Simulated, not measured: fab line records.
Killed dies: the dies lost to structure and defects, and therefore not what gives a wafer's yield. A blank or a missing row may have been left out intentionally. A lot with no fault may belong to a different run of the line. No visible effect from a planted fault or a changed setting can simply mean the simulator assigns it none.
Matching of chambers    flow nand-harc    4 sister chambers for NHARC_A_STAIRCASE_ETCH_169 on rie-diel-08
The step etches the open film in CH3F/O2, target depth 50 nm, time 107.1 s. 14 wafers are shown with their chamber, then 7 later ones without.

== WAFERS, EACH WITH ITS CHAMBER ==
wafer   chamber  showerhead-plenum-p-Torr (Torr)  rf-vpp-V (V)  throttle-valve-pct (%)
L077.1  1        2.62                             245.8         20.660
L077.5  3        2.51                             245.3         20.662
L077.6  2        2.34                             245.1         20.658
L081.4  1        2.61                             246.4         20.666
L081.5  1        2.61                             245.9         20.665
L081.6  2        2.34                             243.4         20.657
L082.2  3        2.50                             245.5         20.655
L082.4  0        2.50                             245.0         20.660
L082.5  3        2.50                             244.8         20.677
L083.2  0        2.50                             245.7         20.657
L083.4  1        2.61                             248.1         20.674
L083.6  3        2.50                             242.6         20.667
L092.2  3        2.48                             244.3         20.656
L092.3  0        2.48                             244.3         20.645

SIGNATURES, as means of the wafers listed above
reading                   chamber 0  chamber 1  chamber 2  chamber 3  scatter within a chamber
showerhead-plenum-p-Torr  2.4933     2.6125     2.3400     2.4980     0.00906
rf-vpp-V                  245.000    246.550    244.250    244.500    1.06
throttle-valve-pct        20.65400   20.66625   20.65750   20.66340   0.00743
Rule: for each reading, subtract the chamber's mean from the wafer's reading, divide by that reading's scatter and square the result; add these up over the readings and take the root, which gives the wafer's distance from the chamber. The wafer belongs to the nearest chamber; if the next one is less than 2 further off, it can't be placed. The scatter: take each reading less its chamber's mean, square it, sum over the shown wafers, divide by the number of wafers less the number of chambers, and take the root.

== WAFERS WITHOUT THEIR CHAMBER ==
wafer   showerhead-plenum-p-Torr (Torr)  rf-vpp-V (V)  throttle-valve-pct (%)
L092.5  2.48                             243.5         20.665
L093.1  2.32                             241.5         20.670
L093.2  2.49                             244.1         20.661
L093.4  2.60                             246.9         20.671
L095.3  2.48                             244.6         20.672
L095.5  2.59                             245.3         20.657
L095.6  2.48                             244.5         20.659

== WHICH CHAMBER EACH WENT THROUGH ==
wafer   from the rows above      in truth
L092.5  can't be placed: 3 or 0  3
L093.1  2                        2
L093.2  can't be placed: 3 or 0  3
L093.4  1                        1
L095.3  can't be placed: 3 or 0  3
L095.5  1                        1
L095.6  can't be placed: 0 or 3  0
Correctly placed: 3 of 7. Cannot be placed on the basis of these rows: 4; the candidates contain the true chamber in 4. Placed wrongly: 0.
